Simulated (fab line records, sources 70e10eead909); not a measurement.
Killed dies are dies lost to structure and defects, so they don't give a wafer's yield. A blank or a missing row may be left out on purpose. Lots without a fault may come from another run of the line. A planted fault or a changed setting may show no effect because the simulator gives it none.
Problem report in the 8D (eight disciplines) form, filled by code | flow nand_harc | the parts of the form that need people (team, actions taken, sign-off) are left out

1. THE PROBLEM
thk_nm at NHARC_A_ONON_D2_THK_MEAS_18 reads a mean of 338 nm on 9 wafers of 3 lots; wafers without a fault read 998 nm with a standard deviation of 9.2. That is -72 standard deviations from the usual mean.
The step: measures by ellipsometry.
First seen on wafer L250.3, day 18 19:10, on film_metro-02. The record holds 45 wafers of 15 lots with a number at this step. Rule for "out", or "out of limits": more than 4 standard deviations from the usual mean. The other wafers with a number count as sound.

2. WHAT IT IS AND WHAT IT IS NOT
question                    | is                           | is not
which readings at this step | thk_nm                       | -
which lots                  | L250, L252, L254             | L237, L238, L239, L242, L243, L244, L248, L249, L253, L255, L257, L259
which wafers of those lots  | all that have a number       | -
read on which gauges        | film_metro-01, film_metro-02 | -
when                        | from day 18 19:10            | up to then (24 sound wafers); but 12 sound wafers of L253, L255, L257, L259 came after

3. SUSPECTS, AND WHAT RULES EACH OUT
Counting: a tool at a process step up to the reading stays a suspect if it ran every lot that is out and no sound lot after the first of them.
- the gauge at NHARC_A_ONON_D2_THK_MEAS_18: ruled out. The wafers that are out were read on 2 gauges (film_metro-01, film_metro-02).
- pecvd_onon-03 at NHARC_A_ONON_D2_DEP_16 (target thk 1000 nm): kept. It ran every lot that is out, first L250 (day 18 18:46), and no sound lot after that; its last sound lot up to then is L249 (day 17 16:46).
Left after counting: pecvd_onon-03 at NHARC_A_ONON_D2_DEP_16.

4. THE CAUSE (what the simulator had put in)
Process parameter drift: pecvd_onon-03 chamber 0, from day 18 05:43 on, at NHARC_A_ONON_D2_DEP_16. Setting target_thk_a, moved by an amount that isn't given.
Counting left only this tool.

5. THE CHAIN OF EFFECTS, in route order
Each row: a reading whose mean over the struck wafers that have a number lies more than 3 standard deviations from the usual. Only readings for which the record gives a usual standard deviation are gone through. hours: the time from each lot's start at the first step in this table that gives one to its start at this step, as a median over the lots. sigmas: the change in usual standard deviations.
hours | step                        | reading         | usual  | on struck wafers | change | sigmas
0     | NHARC_A_ONON_D2_THK_MEAS_18 | thk_nm          | 998 nm | 338              | -660   | -72
277   | NHARC_END_SORT_01           | killed_at_array | 56     | 674              | +618   | +31
277   | NHARC_END_SORT_01           | killed_dies     | 61     | 677              | +616   | +29

6. WHAT WOULD HAVE CAUGHT IT SOONER
In this record the first reading out of limits at a measuring or inspecting step was taken at day 18 19:10, 13 hours after the fault began at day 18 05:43.
Of the tool readings at NHARC_A_ONON_D2_DEP_16 for which the record gives a usual standard deviation, none was out on any struck wafer, so an alarm limit of 4 standard deviations on them would not have fired.
Of the lots that are out (3), L252, L254 began NHARC_A_ONON_D2_DEP_16 on pecvd_onon-03 after day 18 19:10. A hold on the tool at that time would have spared those 2.
